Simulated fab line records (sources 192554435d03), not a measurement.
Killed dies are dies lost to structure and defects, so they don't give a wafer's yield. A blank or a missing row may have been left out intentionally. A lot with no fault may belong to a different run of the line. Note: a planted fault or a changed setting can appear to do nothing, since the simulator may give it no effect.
Matching of chambers -- flow n5-finfet -- rie-diel-05 running N5_BEOL_M6_ETCH_65: 4 sister chambers
The step etches SiARC in CF4, target depth 15.6 nm, time 26 s. 8 wafers are shown with their chamber, then 6 later ones without.

EACH WAFER AND ITS CHAMBER
wafer,chamber,drypump-motor-current-A (A),throttle-valve-pct (%)
L762.2,3,5.5,15.24
L768.2,3,5.6,15.27
L769.1,2,5.6,15.87
L776.3,0,5.3,15.61
L776.5,1,6.1,15.50
L779.1,2,5.6,15.91
L779.2,1,6.2,15.49
L779.4,0,5.3,15.65

WAFERS WHOSE CHAMBER IS MISSING
wafer,drypump-motor-current-A (A),throttle-valve-pct (%)
L781.1,5.4,15.63
L781.3,5.6,15.91
L781.4,6.2,15.51
L783.2,5.4,15.64
L783.5,5.5,15.31
L783.6,5.4,15.65

CHAMBER TAKEN BY EACH
wafer,from the rows above,in truth
L781.1,0,0
L781.3,2,2
L781.4,1,1
L783.2,0,0
L783.5,3,3
L783.6,0,0
Correctly placed: 6 of 6. Can't be placed from these rows: 0. 0 placed wrongly.
How it was worked out, from the rows above alone: a wafer's distance from a chamber is the root of the sum, over the readings, of the square of ((its reading less the chamber's mean) divided by the reading's scatter). The wafer belongs to the nearest chamber; if the next one is less than 2 further off, it can't be placed. Each chamber's mean is taken over the wafers shown for it. The scatter is the square root of a quotient: the sum, over the shown wafers, of each reading's squared deviation from its chamber's mean, divided by wafers minus chambers.
